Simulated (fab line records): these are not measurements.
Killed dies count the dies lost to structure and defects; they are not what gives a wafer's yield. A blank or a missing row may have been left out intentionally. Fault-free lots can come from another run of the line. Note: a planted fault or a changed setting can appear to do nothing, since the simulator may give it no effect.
A struck lot beside a sound one + flow n5-finfet + 21 steps out of a route of 1938
Sound: these wafers, L675.1, L675.5, L675.6. The struck wafers were L687.3, L687.4, L687.5. The cause comes at the end.
Order at every step that has rows: each side's tool, ch and its chambers, its first start. Under that, the readings that differ: sound wafers + struck wafers + difference of the means + sigmas: that difference in standard deviations of wafers without a fault.
alike: a reading whose means differ by less than 2 such deviations, as well as words and numbers matching on both sides. not compared: withheld readings; readings where some wafer has no value; bounds like >300 that might hide an equal value; numbers whose values overlap and for which the record gives no deviation.
A row with sigmas, a row that says differs or no value, or rows on one side alone: a step with any of these is where the two part. Non-overlapping numbers with no deviation appear without sigmas and do not part them. A reading that every wafer of one side lacks parts them only if that side has two wafers or more.

first, 8 steps without rows for these wafers: N5_BEOL_M7_DESCUM_16 (chemistry O2, time 7.9 s); N5_BEOL_M7_ETCH_61 (etches SiARC in CF4, target depth 45.5 nm, time 75.8 s); N5_BEOL_M7_ETCH_62 (etches SOC in N2/H2, target depth 110 nm, overetch 22 nm, time 165 s); N5_BEOL_M7_STRIP_68 (strips in N2/H2); N5_BEOL_M7_STRIP_67 (strips in CF4); N5_BEOL_M7_HM_OPEN_17 (chemistry Cl2/BCl3, target TiN, target depth 20 nm, overetch 6 nm); N5_BEOL_M7_STRIP_19 (strips in O2); N5_BEOL_M7_COAT_63 (time 60 s, resist thk 60 nm).
N5_BEOL_M7_COAT_64: time 60 s, resist thk 12 nm.
  sound on litho-track-02 ch 0, day 13 07:59; struck on litho-track-02 ch 0, day 16 23:34
| reading              | sound                | struck               | difference | sigmas |
|----------------------|----------------------|----------------------|------------|--------|
| spin-speed-rpm (rpm) | 1500.5 1499.4 1497.7 | 1545.0 1544.3 1544.0 | +45.2      | +46    |
then, 9 steps without rows for these wafers: N5_BEOL_M7_COAT_71 (time 60 s, resist thk 5 nm); N5_BEOL_M7_COAT_22 (resist thk 30 nm); N5_BEOL_M7_EBR_24; N5_BEOL_M7_SOFTBAKE_23 (time 60 s); N5_BEOL_M7_EXPOSE_25 (exposes mask V6, target cd 40 nm); N5_BEOL_M7_PEB_26 (peb time 60 s); N5_BEOL_M7_DEVELOP_27 (develop time 30 s); N5_BEOL_M7_DESCUM_33 (chemistry O2, time 7 s); N5_BEOL_M7_ETCH_72 (etches underlayer in N2/H2, target depth 6.5 nm, time 5.2 s).
N5_BEOL_M7_ETCH_65: etches SiARC in CF4, target depth 15.6 nm, time 26 s.
  sound on rie-diel-05 ch 0,1,2, day 13 08:32; struck on rie-diel-05 ch 2,3, day 17 00:10
| reading                  | sound             | struck            | difference | sigmas |
|--------------------------|-------------------|-------------------|------------|--------|
| model.etch.depth-nm (nm) | 12.08 12.06 12.09 | 11.87 11.83 11.85 | -0.23      |        |
  alike: drypump-motor-current-A, etch-rf-on-time-s, oes-product-au, rf-vpp-V, showerhead-plenum-p-Torr, throttle-valve-pct
  not compared: rf-hours-counter-h
then, 1 step without rows for these wafers: N5_BEOL_M7_ETCH_66 (etches SOC in N2/H2, target depth 80 nm, overetch 16 nm, time 120 s).
N5_PASSIVATION_PROBE_49:
  rows exist in the record for the sound wafers here (prober-01, day 16 10:29), none for the struck ones

## WHERE THEY PART
Earliest at N5_BEOL_M7_COAT_64; latest, in this record, at N5_PASSIVATION_PROBE_49.

WHY: what the simulator had put in
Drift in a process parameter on litho-track-02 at N5_BEOL_M7_COAT_64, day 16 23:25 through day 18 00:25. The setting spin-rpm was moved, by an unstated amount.
